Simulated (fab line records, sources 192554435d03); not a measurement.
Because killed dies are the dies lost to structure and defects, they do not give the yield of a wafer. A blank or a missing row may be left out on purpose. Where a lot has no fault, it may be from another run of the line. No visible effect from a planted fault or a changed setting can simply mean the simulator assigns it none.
fab line records	flow n5-finfet
record lots=5	wafers=15	last-day=17
route steps=1938 shown HKMG_FIN@449 BEOL_M4@1111 PASSIVATION@1936
lots with no fault: from the same line, run without faults
start-h: hours from the record's opening day to when the first of the lot's shown wafers began	wait-h: hours elapsed since this lot's preceding step	" as in the row above	L1.1+2: several wafers, shown together as one row	- no value, or no start was given	* or withheld: withheld	< > ~ a bound
route shown NAME@n: NAME is a module with steps in the file, n the number in the route of the first one	usual: mean/standard deviation of fault-free wafers	same: alike in all rows	chamber/n: place in a boat	sites: per-site readings	_std_site: standard deviation across them	_edge_site: outer sites' mean less inner sites'	radius-mm: how far each site lies from the wafer's centre	mask NAME#n: copy n	behind: the last tool/chamber to shape the wafer	hold: what put the lot on hold/how long, in hours/how the hold closed	device: whichever transistor did not switch (one of n, p or np)	end of line: at the end of the route, the tests of the same wafers	a step with no rows: only its recipe	killed: count of dies lost to structure and defects at first sort (not the wafer's yield)	map: a wafer's dies, x killed, . not, _ none there
set.NAME: the setting the step ran with; set.NAME@STEP: the setting that earlier step ran with	model.NAME: the simulator's own value behind a step, which no gauge read
lots at selected steps of the route; one table per step, one row per wafer
services: a tool's chamber out of use, with start hour (start-h, from the record's first day; less than 0 if before it), hours out, and reason
## steps
# step N5_HKMG_FIN_ALD_71
# recipe material=TiN	target-thk-a=10	temp-c=400	ald-precursor-family=TiCl4	ald-co-reactant=NH3	pulse-time-s=1	purge-time-s=3	co-reactant-purge-time-s=2	co-reactant-pulse-time-s=2	ald-cycles=47	pressure-torr=3
# step N5_HKMG_FIN_COAT_66
# recipe resist=SOC	temp-c=250	time-s=60	spin-rpm=1500	resist-thk-nm=300
# step N5_HKMG_FIN_ETCH_67
# recipe chemistry=N2/H2	target=SOC	target-depth-a=3889	stop-on=TiN	ion-energy-ev=100	bias-w=61	pressure-mtorr=30	source-w=850	n2-flow-sccm=200	h2-flow-sccm=200
# step N5_HKMG_FIN_STRIP_90
# recipe chemistry=N2/H2	material=SOC	time-s=20	power-w=500	temp-c=40	pressure-mtorr=50	rf-frequency-hz=6e+07	bias-power-w=8	h2-frac=0.5	n2-flow-sccm=300	h2-flow-sccm=300
# step N5_HKMG_FIN_WET_ETCH_73
# recipe chemistry=SC1	mix=1:2:40	temp-c=50	time-s=42.3	target-depth-nm=1.3	dry=ipa-marangoni	rinse-time-s=30	rinse-temp-c=23
# step N5_HKMG_FIN_ETCHBACK_68
# recipe chemistry=Cl2/Ar	stop-on=HfO2	target-depth-a=5	pressure-mtorr=10	icp-w=600	bias-w=60	Cl2_flow_sccm=40	Ar_flow_sccm=60
# step N5_HKMG_FIN_STRIP_69
# recipe chemistry=N2/H2	power-w=2500	temp-c=300	h2-frac=0.65	time-s=360	pressure-mtorr=withheld	n2-flow-sccm=1750	h2-flow-sccm=3250
# step N5_HKMG_FIN_ALD_21
# recipe material=TiN	target-thk-a=15	temp-c=400	ald-precursor-family=TiCl4	ald-co-reactant=NH3	pulse-time-s=1	purge-time-s=3	co-reactant-purge-time-s=2	co-reactant-pulse-time-s=2	ald-cycles=68	pressure-torr=3
# step N5_HKMG_FIN_ALD_72
# recipe material=W	target-thk-a=20	temp-c=300	pressure-torr=7.5	ald-precursor-family=WF6	ald-co-reactant=B2H6	pulse-time-s=1	purge-time-s=2	co-reactant-purge-time-s=2	co-reactant-pulse-time-s=3	ald-cycles=7
# step N5_HKMG_FIN_W_FILL_22
# recipe material=W	target-thk-a=600	temp-c=400	pressure-torr=39.4	time-s=18.2
# step N5_HKMG_FIN_PRECLEAN_83
# recipe chemistry=DIW	time-s=57.5	temp-c=23
# step N5_HKMG_FIN_SRD_84
# recipe dry-time-s=32	dry=n2-spin	spin-rpm=1500
# step N5_HKMG_FIN_CMP_23
# recipe stop-on=SiNx	t-overpolish-s=10	post-cmp-clean=rinse-only	down-force-psi=4	platen-rpm=50.289	pad-velocity-m-s=1.0006	target-thk-nm=46.326
# usual edge-zone-pressure-frac=1.000/0.0042	head-pressure-psi=4.000/0.0093	motor-current-A=13.5/1.2	overpolish-run-s=10.000/0.0096	retaining-ring-pressure-frac=1.000/0.005	slurry-filter-dp-kPa=13.49/0.14	time-to-endpoint-s=12.7/2.2
lot.wafer	tool	chamber	start-h	wait-h	edge-zone-pressure-frac	head-pressure-psi	motor-current-A	overpolish-run-s	retaining-ring-pressure-frac	slurry-filter-dp-kPa	time-to-endpoint-s	model.W_of_HKMG_FIN_W_FILL_22.thk-nm	model.SiNx_of_SDB_ALD_29.thk-nm
L557.3	cmp-02	3	111.73	0.0	0.991	3.995	11.9	9.997	1.002	13.66	7.7	45.6	28.6
L557.2	"	1	"	"	0.991	4.004	11.3	9.983	0.993	13.59	9.1	45.8	28.8
L557.6	"	3	"	"	0.993	3.999	11.6	10.001	1.001	13.45	8.5	46	28.6
L569.1	cmp-01	2	181.30	0.1	-	-	-	-	-	-	-	60.6	29.4
L569.2	"	3	"	"	-	-	-	-	-	-	-	61.2	29.2
L569.6	"	1	"	"	-	-	-	-	-	-	-	61.2	29.2
L570.3	cmp-01	2	195.17	0.0	-	-	-	-	-	-	-	61.2	29.4
L570.1	"	0	"	"	-	-	-	-	-	-	-	61.2	29.2
L570.2	"	1	"	"	-	-	-	-	-	-	-	58.8	29.2
L571.3	cmp-02	2	197.64	0.1	-	-	-	-	-	-	-	61.8	29.2
L571.2	"	0	"	"	-	-	-	-	-	-	-	59.8	29.4
L571.6	"	1	"	"	-	-	-	-	-	-	-	62	29.2
L575.4	cmp-03	2	221.12	0.0	0.999	3.988	14.1	10.004	0.994	13.39	15.2	47.4	28.6
L575.1	"	1	"	"	0.998	3.998	13.1	9.995	1.000	13.78	15.8	47.4	28.6
L575.6	"	2	"	"	1.000	4.010	13.9	9.991	1.010	13.38	18.1	48.6	28.4
# step N5_HKMG_FIN_CMP_94
# recipe stop-on=SiNx	post-cmp-clean=w-dilute-nh4oh	t-overpolish-s=4.7	down-force-psi=4	platen-rpm=50.289	pad-velocity-m-s=1.0006	target-thk-nm=43.299
# usual edge-zone-pressure-frac=1.001/0.0047	head-pressure-psi=4.001/0.0089	motor-current-A=13.4/1.3	retaining-ring-pressure-frac=1.000/0.0047	slurry-filter-dp-kPa=13.50/0.15
lot.wafer	tool	chamber	start-h	wait-h	edge-zone-pressure-frac	head-pressure-psi	motor-current-A	retaining-ring-pressure-frac	slurry-filter-dp-kPa	model.SiNx_of_SDB_ALD_29.thk-nm
L557.3	cmp-02	3	112.21	0.4	0.994	4.005	11.9	0.990	13.38	28.2
L557.2	"	1	"	"	0.989	4.014	11.2	1.006	13.46	28.4
L557.6	"	3	"	"	1.000	3.998	11.2	0.995	13.31	28.2
L569.1	cmp-01	2	181.73	0.3	1.006	3.998	12.6	1.002	13.56	28.8
L569.2	"	3	"	"	0.996	3.987	14.4	0.995	13.32	28.6
L569.6	"	1	"	"	0.999	3.994	12.5	0.995	13.61	28.6
L570.3	cmp-01	2	195.65	0.4	0.998	3.990	12.3	1.000	13.73	28.8
L570.1	"	0	"	"	0.990	4.007	11.4	1.001	13.40	28.8
L570.2	"	1	"	"	1.005	3.998	12.2	1.001	13.41	28.6
L571.3	cmp-02	2	198.07	0.3	1.000	3.997	11.3	1.001	13.46	28.8
L571.2	"	0	"	"	0.996	4.005	12.3	0.996	13.42	29
L571.6	"	1	"	"	0.999	3.983	11.5	0.998	13.56	28.6
L575.4	cmp-03	2	221.60	0.4	0.998	4.014	14.4	1.001	13.38	28.2
L575.1	"	1	"	"	0.998	3.996	12.9	1.004	13.54	28.2
L575.6	"	2	"	"	0.996	4.008	14.1	0.999	13.62	28
# step N5_BEOL_M4_RC_MEAS_101
# usual DIBL_N=37.0/1.7	DIBL_P=36.7/2	IOFF_N=0.17/0.035	IOFF_P=0.22/0.035	ION_N=672/12	ION_P=461/7.5	SS_N=71.6/0.67	SS_P=73.4/0.64	VT_N=250/3.5	VT_P=-250/3.5
lot.wafer	tool	chamber	start-h	wait-h	DIBL_N[mV/V]	DIBL_P[mV/V]	IOFF_N[nA/um]	IOFF_P[nA/um]	ION_N[uA/um]	ION_P[uA/um]	SS_N[mV/dec]	SS_P[mV/dec]	VT_N[mV]	VT_P[mV]
L557.2	prober-02	0	193.20	0.2	38.1	37.3	0.18	0.21	667	448	72.1	73.8	249	-253
L557.3	"	0	"	"	41.8	40.9	0.27	0.27	685	456	72.6	75.3	241	-250
L557.6	"	0	"	"	37.6	36.0	0.16	0.19	677	455	71.5	72.8	249	-251
L575.1	prober-02	0	299.94	0.0	37.6	36.3	0.16	0.20	678	465	72.5	72.6	248	-252
L575.4	"	0	"	"	38.8	36.8	0.18	0.22	685	471	72.0	73.4	249	-248
L575.6	"	0	"	"	36.0	34.2	0.14	0.18	677	461	70.9	72.0	251	-251
# step N5_PASSIVATION_PROBE_49
# usual defect-limited-yield=91.1/1.3	killed_at_M0_to_M3=35/11	killed_at_M4_up=13/5.4	killed-at-contacts=14/6.5	killed-at-front-end=41/11	killed-at-other=4/3.1	killed-dies=106/15	killed-on-rim=14/3.7	killed-open=69/12	killed-short=35/7	sort_bin_5_function=5.2/0.86	sort_bin_6_memory=3.4/0.64	sort-n-pass=1074/15	sort-yield-pct=91.0/1.3
# same gross-dies=1180	killed-at-back-side=0	sort_bin_4_leakage[%]=0	sort_bin_8_speed[%]=0
lot.wafer	tool	chamber	start-h	wait-h	defect-limited-yield[%]	killed_at_M0_to_M3	killed_at_M4_up	killed-at-contacts	killed-at-front-end	killed-at-other	killed-dies	killed-on-rim	killed-open	killed-short	sort_bin_5_function[%]	sort_bin_6_memory[%]	sort-n-pass	sort-yield-pct[%]
L569.1	prober-02	-	353.23	0.0	0	35	26	4	1113	2	1180	152	85	32	5.7	4.3	0	0
L569.2	prober-02	-	353.28	0.1	0	24	14	5	1133	4	1180	152	61	34	4.2	3.6	0	0
L569.6	prober-02	-	353.48	0.3	0	32	12	1	1130	5	1180	152	61	28	5.1	2.4	0	0
L570.1	prober-02	-	398.72	0.5	0	37	14	13	1114	2	1180	152	73	29	5.5	3.1	0	0
L570.2	prober-02	-	398.77	0.6	0	54	19	16	1088	3	1180	152	81	50	6.6	4.2	0	0
L570.3	prober-02	-	398.82	0.6	0	48	16	12	1103	1	1180	152	66	39	4.9	3.5	0	0
L571.2	prober-02	-	406.77	0.1	0	59	23	7	1090	1	1180	152	76	39	6.4	3.3	0	0
L571.3	prober-02	-	406.82	0.1	0	49	15	5	1111	0	1180	152	69	32	5.1	3.5	0	0
L571.6	prober-02	-	406.97	0.3	0	38	13	10	1115	4	1180	152	60	34	4.3	3.4	0	0
L575.1	prober-02	-	412.07	0.0	91.3	25	11	10	52	5	103	14	68	33	5.3	3.0	1077	91.3
L575.4	prober-02	-	412.22	0.2	89.7	36	14	7	62	2	121	11	86	30	6.0	4.1	1059	89.7
L575.6	prober-02	-	412.32	0.3	92.9	17	8	19	39	1	84	14	61	19	4.5	2.5	1096	92.9
# killed by level:class
L569.1 HKMG_FIN:area-cmp=1060 FIN_SAQP:geometric-particle:open=17 BEOL_M4:geometric-particle:open=12 BEOL_M2:geometric-particle:open=10 FIN_SAQP:geometric-particle:short=8 BEOL_M2:geometric-particle:short=7 BEOL_M0_SAQP:geometric-particle:open=7 BEOL_M0_SAQP:geometric-particle:short=6
L569.2 HKMG_FIN:area-cmp=1083 FIN_SAQP:geometric-particle:short=13 FIN_SAQP:geometric-particle:open=12 BEOL_M0_SAQP:geometric-particle:open=9 DUMMY_GATE:geometric-particle:open=7 MOL_CONTACT_COAG:geometric-particle:open=4 STI_FIN_REVEAL:geometric-particle:open=4 ILD0:geometric-particle:short=4
L569.6 HKMG_FIN:area-cmp=1089 FIN_SAQP:geometric-particle:open=14 BEOL_M0_SAQP:geometric-particle:short=12 BEOL_M0_SAQP:geometric-particle:open=11 BEOL_M4:geometric-particle:open=9 FIN_SAQP:geometric-particle:short=7 BEOL_M3:geometric-particle:open=7 STI_FIN_REVEAL:geometric-particle:open=6
L570.1 HKMG_FIN:area-cmp=1077 FIN_SAQP:geometric-particle:open=11 MOL_CONTACT_COAG:geometric-particle:open=11 BEOL_M0_SAQP:geometric-particle:open=9 FIN_SAQP:geometric-particle:short=6 BEOL_M0:geometric-particle:open=6 BEOL_M4:geometric-particle:open=6 STI_FIN_REVEAL:geometric-particle:open=5
L570.2 HKMG_FIN:area-cmp=1048 BEOL_M0_SAQP:geometric-particle:short=20 MOL_CONTACT_COAG:geometric-particle:open=14 STI_FIN_REVEAL:geometric-particle:open=14 BEOL_M0_SAQP:geometric-particle:open=13 BEOL_M2:geometric-particle:open=10 BEOL_M4:geometric-particle:open=10 BEOL_M1:geometric-particle:open=4
L570.3 HKMG_FIN:area-cmp=1075 BEOL_M0_SAQP:geometric-particle:open=22 BEOL_M0_SAQP:geometric-particle:short=19 BEOL_M4:geometric-particle:open=10 MOL_CONTACT_COAG:geometric-particle:open=9 FIN_SAQP:geometric-particle:short=6 DUMMY_GATE:geometric-particle:open=4 ILD0:geometric-particle:open=4
L571.2 HKMG_FIN:area-cmp=1064 BEOL_M0_SAQP:geometric-particle:open=13 BEOL_M0_SAQP:geometric-particle:short=11 BEOL_M2:geometric-particle:open=10 BEOL_M5:geometric-particle:open=10 GATE_CUT:geometric-particle:short=9 BEOL_M1:geometric-particle:open=9 BEOL_M3:geometric-particle:open=7
L571.3 HKMG_FIN:area-cmp=1076 BEOL_M3:geometric-particle:open=12 BEOL_M1:geometric-particle:open=8 BEOL_M0_SAQP:geometric-particle:short=8 BEOL_M2:geometric-particle:open=8 BEOL_M4:geometric-particle:open=6 STI_FIN_REVEAL:geometric-particle:open=5 GATE_CUT:geometric-particle:short=5
L571.6 HKMG_FIN:area-cmp=1084 BEOL_M0_SAQP:geometric-particle:open=12 STI_FIN_REVEAL:geometric-particle:open=8 MOL_CONTACT_COAG:geometric-particle:open=8 BEOL_M1:geometric-particle:open=8 FIN_SAQP:geometric-particle:short=6 BEOL_M0_SAQP:geometric-particle:short=6 BEOL_M2:geometric-particle:open=5
L575.1 STI_FIN_REVEAL:geometric-particle:open=14 FIN_SAQP:geometric-particle:open=13 FIN_SAQP:geometric-particle:short=13 MOL_CONTACT_COAG:geometric-particle:open=7 BEOL_M4:geometric-particle:open=7 BEOL_M2:geometric-particle:open=6 BEOL_M3:geometric-particle:open=6 STI_FIN_REVEAL:geometric-particle:short=3
L575.4 FIN_SAQP:geometric-particle:open=24 FIN_SAQP:geometric-particle:short=12 STI_FIN_REVEAL:geometric-particle:open=12 BEOL_M1:geometric-particle:open=9 MOL_CONTACT_COAG:geometric-particle:open=7 BEOL_M2:geometric-particle:open=7 STI_FIN_REVEAL:geometric-particle:short=5 BEOL_M0:geometric-particle:open=5
L575.6 MOL_CONTACT_COAG:geometric-particle:open=16 FIN_SAQP:geometric-particle:open=13 STI_FIN_REVEAL:geometric-particle:open=9 FIN_SAQP:geometric-particle:short=4 BEOL_M2:geometric-particle:open=4 GATE_CUT:geometric-particle:open=3 BEOL_M1:geometric-particle:open=3 BEOL_M5:geometric-particle:open=3
# map L569.1 (x killed, . not)
_________________xxxxxxxxxxxx________________
______________xxxxxxxxxxxxxxxxxx_____________
___________xxxxxxxxxxxxxxxxxxxxxxxx__________
__________xxxxxxxxxxxxxxxxxxxxxxxxxx_________
________xxxxxxxxxxxxxxxxxxxxxxxxxxxxxx_______
_______xxxxxxxxxxxxxxxxxxxxxxxxxxxxxxxx______
______xxxxxxxxxxxxxxxxxxxxxxxxxxxxxxxxxx_____
_____xxxxxxxxxxxxxxxxxxxxxxxxxxxxxxxxxxxx____
____xxxxxxxxxxxxxxxxxxxxxxxxxxxxxxxxxxxxxx___
___xxxxxxxxxxxxxxxxxxxxxxxxxxxxxxxxxxxxxxxx__
___xxxxxxxxxxxxxxxxxxxxxxxxxxxxxxxxxxxxxxxx__
__xxxxxxxxxxxxxxxxxxxxxxxxxxxxxxxxxxxxxxxxxx_
__xxxxxxxxxxxxxxxxxxxxxxxxxxxxxxxxxxxxxxxxxx_
_xxxxxxxxxxxxxxxxxxxxxxxxxxxxxxxxxxxxxxxxxxxx
_xxxxxxxxxxxxxxxxxxxxxxxxxxxxxxxxxxxxxxxxxxxx
_xxxxxxxxxxxxxxxxxxxxxxxxxxxxxxxxxxxxxxxxxxxx
_xxxxxxxxxxxxxxxxxxxxxxxxxxxxxxxxxxxxxxxxxxxx
_xxxxxxxxxxxxxxxxxxxxxxxxxxxxxxxxxxxxxxxxxxxx
_xxxxxxxxxxxxxxxxxxxxxxxxxxxxxxxxxxxxxxxxxxxx
_xxxxxxxxxxxxxxxxxxxxxxxxxxxxxxxxxxxxxxxxxxxx
_xxxxxxxxxxxxxxxxxxxxxxxxxxxxxxxxxxxxxxxxxxxx
__xxxxxxxxxxxxxxxxxxxxxxxxxxxxxxxxxxxxxxxxxx_
__xxxxxxxxxxxxxxxxxxxxxxxxxxxxxxxxxxxxxxxxxx_
___xxxxxxxxxxxxxxxxxxxxxxxxxxxxxxxxxxxxxxxx__
___xxxxxxxxxxxxxxxxxxxxxxxxxxxxxxxxxxxxxxxx__
____xxxxxxxxxxxxxxxxxxxxxxxxxxxxxxxxxxxxxx___
_____xxxxxxxxxxxxxxxxxxxxxxxxxxxxxxxxxxxx____
______xxxxxxxxxxxxxxxxxxxxxxxxxxxxxxxxxx_____
_______xxxxxxxxxxxxxxxxxxxxxxxxxxxxxxxx______
________xxxxxxxxxxxxxxxxxxxxxxxxxxxxxx_______
__________xxxxxxxxxxxxxxxxxxxxxxxxxx_________
___________xxxxxxxxxxxxxxxxxxxxxxxx__________
______________xxxxxxxxxxxxxxxxxx_____________
_________________xxxxxxxxxxxx________________
# map L570.1 (x killed, . not)
_________________xxxxxxxxxxxx________________
______________xxxxxxxxxxxxxxxxxx_____________
___________xxxxxxxxxxxxxxxxxxxxxxxx__________
__________xxxxxxxxxxxxxxxxxxxxxxxxxx_________
________xxxxxxxxxxxxxxxxxxxxxxxxxxxxxx_______
_______xxxxxxxxxxxxxxxxxxxxxxxxxxxxxxxx______
______xxxxxxxxxxxxxxxxxxxxxxxxxxxxxxxxxx_____
_____xxxxxxxxxxxxxxxxxxxxxxxxxxxxxxxxxxxx____
____xxxxxxxxxxxxxxxxxxxxxxxxxxxxxxxxxxxxxx___
___xxxxxxxxxxxxxxxxxxxxxxxxxxxxxxxxxxxxxxxx__
___xxxxxxxxxxxxxxxxxxxxxxxxxxxxxxxxxxxxxxxx__
__xxxxxxxxxxxxxxxxxxxxxxxxxxxxxxxxxxxxxxxxxx_
__xxxxxxxxxxxxxxxxxxxxxxxxxxxxxxxxxxxxxxxxxx_
_xxxxxxxxxxxxxxxxxxxxxxxxxxxxxxxxxxxxxxxxxxxx
_xxxxxxxxxxxxxxxxxxxxxxxxxxxxxxxxxxxxxxxxxxxx
_xxxxxxxxxxxxxxxxxxxxxxxxxxxxxxxxxxxxxxxxxxxx
_xxxxxxxxxxxxxxxxxxxxxxxxxxxxxxxxxxxxxxxxxxxx
_xxxxxxxxxxxxxxxxxxxxxxxxxxxxxxxxxxxxxxxxxxxx
_xxxxxxxxxxxxxxxxxxxxxxxxxxxxxxxxxxxxxxxxxxxx
_xxxxxxxxxxxxxxxxxxxxxxxxxxxxxxxxxxxxxxxxxxxx
_xxxxxxxxxxxxxxxxxxxxxxxxxxxxxxxxxxxxxxxxxxxx
__xxxxxxxxxxxxxxxxxxxxxxxxxxxxxxxxxxxxxxxxxx_
__xxxxxxxxxxxxxxxxxxxxxxxxxxxxxxxxxxxxxxxxxx_
___xxxxxxxxxxxxxxxxxxxxxxxxxxxxxxxxxxxxxxxx__
___xxxxxxxxxxxxxxxxxxxxxxxxxxxxxxxxxxxxxxxx__
____xxxxxxxxxxxxxxxxxxxxxxxxxxxxxxxxxxxxxx___
_____xxxxxxxxxxxxxxxxxxxxxxxxxxxxxxxxxxxx____
______xxxxxxxxxxxxxxxxxxxxxxxxxxxxxxxxxx_____
_______xxxxxxxxxxxxxxxxxxxxxxxxxxxxxxxx______
________xxxxxxxxxxxxxxxxxxxxxxxxxxxxxx_______
__________xxxxxxxxxxxxxxxxxxxxxxxxxx_________
___________xxxxxxxxxxxxxxxxxxxxxxxx__________
______________xxxxxxxxxxxxxxxxxx_____________
_________________xxxxxxxxxxxx________________
## services
tool	chamber	start-h	hours	kind
cmp-02	-	140.98	2.3	repair
cmp-01	-	148.66	2.2	repair
cmp-01	-	174.91	4.0	pm
cmp-01	-	178.91	-	consumable-replace:conditioner
cmp-01	-	178.91	-	consumable-replace:pad
cmp-01	-	180.08	0.8	repair
cmp-02	-	187.36	5.6	pm
## key
first-sign step=N5_HKMG_FIN_CMP_23	reading=tool-record	direction=missing
effect step=N5_PASSIVATION_PROBE_49	reading=killed-at-front-end	direction=up	sigmas=96	usual=41	struck=1111
model-effect step=N5_HKMG_FIN_CMP_23	value=W_of_HKMG_FIN_W_FILL_22.thk-nm	without=46.27	struck=60.87
model-effect step=N5_HKMG_FIN_CMP_94	value=SiNx_of_SDB_ALD_29.thk-nm	without=28.38	struck=28.73
more-kills-born-at N5_HKMG_FIN_CMP_23@cmp-01=6432	N5_HKMG_FIN_CMP_23@cmp-02=3224
met-at N5_HKMG_FIN_CMP_23
struck-wafers L569.1,L569.2,L569.6,L570.1,L570.2,L570.3,L571.2,L571.3,L571.6
later-rows-left-out L569.1,L569.2,L569.6,L570.1,L570.2,L570.3,L571.2,L571.3,L571.6
onset-between 111.73 181.30
fault kind=skipped-step-whole	tool=cmp-01,cmp-02	chamber=-	onset-h=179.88	steps=N5_HKMG_FIN_CMP_23	scope=struck-lots-only
# later-rows-left-out: the simulator's readings of these wafers behind a module that went badly wrong aren't trusted and aren't shown, but for the sort
